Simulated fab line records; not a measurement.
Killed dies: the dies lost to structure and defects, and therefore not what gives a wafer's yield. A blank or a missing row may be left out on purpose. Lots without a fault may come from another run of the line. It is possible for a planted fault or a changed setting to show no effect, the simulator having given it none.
Which of the tools did it? -- flow n5-finfet -- 6 lots, 18 wafers sampled, at 4 steps of a route of 1938

## WHAT THE GAUGES READ, wafer by wafer
N5_BEOL_M11_OCD_MEAS_38.
lot,measured,on,trench-depth-nm (nm)
L514,day 13 11:13,ocd-02,150.6 149.5 150.0
L515,day 13 21:13,ocd-01,151.1 152.1 154.2
L517,day 14 09:50,ocd-01,150.9 150.2 149.6
L521,day 14 22:19,ocd-02,147.8 148.5 145.1
L524,day 15 12:41,ocd-01,148.0 148.4 148.3
L532,day 18 03:34,ocd-02,150.5 147.5 150.3

## EACH LOT AND THE TOOL THAT RAN IT (in order: tool; ch and the chambers of the sampled wafers; start)
lot,N5_BEOL_M11_DESCUM_16,N5_BEOL_M11_HM_OPEN_17,N5_BEOL_M11_VIA_ETCH_34
L514,"rie-diel-06 ch 0,2,3, day 13 07:53","rie-metal-03 ch 0,1, day 13 08:10","rie-diel-02 ch 0,1,2, day 13 10:55"
L515,"rie-diel-02 ch 1,2,3, day 13 19:46","rie-metal-02 ch 0,1, day 13 20:02","rie-diel-02 ch 0,1,3, day 13 20:55"
L517,"rie-diel-05 ch 1,3, day 14 07:48","rie-metal-03 ch 1, day 14 08:04","rie-diel-02 ch 1,2,3, day 14 09:33"
L521,"rie-diel-05 ch 0,2, day 14 19:52","rie-metal-03 ch 0, day 14 20:09","rie-diel-06 ch 0,3, day 14 22:01"
L524,"rie-diel-06 ch 1,3, day 15 07:40","rie-metal-03 ch 0,1, day 15 07:56","rie-diel-06 ch 0,1, day 15 12:23"
L532,"rie-diel-06 ch 2,3, day 18 00:54","rie-metal-01 ch 0,1, day 18 01:10","rie-diel-06 ch 1,2,3, day 18 03:16"
- N5_BEOL_M11_DESCUM_16: chemistry O2, time 7.9 s.
- N5_BEOL_M11_HM_OPEN_17: chemistry Cl2/BCl3, target TiN, target depth 20 nm, overetch 6 nm.
- N5_BEOL_M11_VIA_ETCH_34: etches SiCOH lowk in C4F6/O2, target depth 184.5 nm, time 69.2 s.

## THE ANSWER, worked out from the rows above alone
Rule: the lots themselves supply what counts as usual. Put in order of their means at a reading, lots are off if they are a third of the lots or fewer, leave a main group of 4 or more, and stand apart from it by a gap of 3 or more times the standard deviation of the main group's means; of several such gaps the widest counts. Not used: any main group whose means are identical at the precision the tables above print for the reading. A lot without any number at a reading at which 4 lots or more have one is off too. All remaining lots with rows at the step are treated as sound.
Across all readings shown, no lot is off: no conclusion can be drawn from this.

## WHAT THE SIMULATOR HAD INSERTED
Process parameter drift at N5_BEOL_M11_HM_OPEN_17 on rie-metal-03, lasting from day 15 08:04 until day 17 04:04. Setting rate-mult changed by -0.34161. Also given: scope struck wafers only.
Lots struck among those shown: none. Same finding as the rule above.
